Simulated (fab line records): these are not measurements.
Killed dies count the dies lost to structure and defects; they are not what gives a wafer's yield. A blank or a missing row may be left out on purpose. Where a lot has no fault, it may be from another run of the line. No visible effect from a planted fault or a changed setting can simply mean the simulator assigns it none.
Matching of chambers + flow nand-harc + NHARC_A_CHANNEL_HOLE_D2_ETCH_44 on rie-diel-03 has 4 sister chambers
The step etches the open film in CF4/O2, target depth 140 nm, overetch 14 nm, time 77 s. 14 wafers are shown with their chamber, then 7 later ones without.

## WAFERS, EACH WITH ITS CHAMBER
| wafer  | chamber | drypump-motor-current-A (A) | oes-product-au (a.u.) | rf-vpp-V (V) |
|--------|---------|-----------------------------|-----------------------|--------------|
| L075.2 | 3       | 5.7                         | 0.998                 | 197.6        |
| L075.4 | 0       | 5.8                         | 0.970                 | 196.7        |
| L075.5 | 3       | 5.7                         | 1.004                 | 198.4        |
| L077.2 | 2       | 6.2                         | 0.998                 | 196.7        |
| L077.3 | 0       | 5.8                         | 0.979                 | 196.2        |
| L077.6 | 3       | 5.7                         | 1.003                 | 196.9        |
| L083.1 | 2       | 6.1                         | 0.994                 | 196.0        |
| L083.4 | 1       | 5.7                         | 0.983                 | 197.5        |
| L083.5 | 3       | 5.7                         | 0.999                 | 199.1        |
| L085.1 | 2       | 6.2                         | 0.989                 | 196.9        |
| L085.4 | 3       | 5.7                         | 0.997                 | 198.9        |
| L085.6 | 3       | 5.7                         | 1.006                 | 197.5        |
| L086.2 | 1       | 5.8                         | 0.980                 | 197.1        |
| L086.4 | 0       | 5.8                         | 0.987                 | 196.6        |

SIGNATURES, as means of the wafers listed above
| reading                 | chamber 0 | chamber 1 | chamber 2 | chamber 3 | scatter within a chamber |
|-------------------------|-----------|-----------|-----------|-----------|--------------------------|
| drypump-motor-current-A | 5.800     | 5.750     | 6.167     | 5.700     | 0.0342                   |
| oes-product-au          | 0.97867   | 0.98150   | 0.99367   | 1.00117   | 0.00507                  |
| rf-vpp-V                | 196.500   | 197.300   | 196.533   | 198.067   | 0.666                    |
Rule: distance of a wafer from a chamber = root of the sum over the readings of ((wafer's reading minus chamber's mean) / reading's scatter) squared. The wafer belongs to the nearest chamber; if the next one is less than 2 further off, it can't be placed. The scatter is the square root of a quotient: the sum, over the shown wafers, of each reading's squared deviation from its chamber's mean, divided by wafers minus chambers.

## WAFERS WITHOUT THEIR CHAMBER
| wafer  | drypump-motor-current-A (A) | oes-product-au (a.u.) | rf-vpp-V (V) |
|--------|-----------------------------|-----------------------|--------------|
| L086.6 | 6.2                         | 0.992                 | 195.4        |
| L087.1 | 6.2                         | 0.996                 | 196.1        |
| L087.4 | 5.8                         | 0.993                 | 196.7        |
| L087.5 | 5.8                         | 1.000                 | 197.2        |
| L097.1 | 5.7                         | 0.988                 | 198.7        |
| L097.2 | 5.9                         | 0.994                 | 197.6        |
| L097.4 | 6.2                         | 1.012                 | 195.4        |

## WHICH CHAMBER EACH WENT THROUGH
| wafer  | from the rows above          | in truth |
|--------|------------------------------|----------|
| L086.6 | 2                            | 2        |
| L087.1 | 2                            | 2        |
| L087.4 | can't be placed: 0 or 1 or 3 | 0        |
| L087.5 | can't be placed: 3 or 1 or 0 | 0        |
| L097.1 | can't be placed: 3 or 1      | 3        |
| L097.2 | can't be placed: 0 or 1 or 3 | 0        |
| L097.4 | 2                            | 2        |
Placed correctly: 3 of 7. Can't be placed from these rows: 4 (the true chamber is among the candidates in 4). 0 placed wrongly.
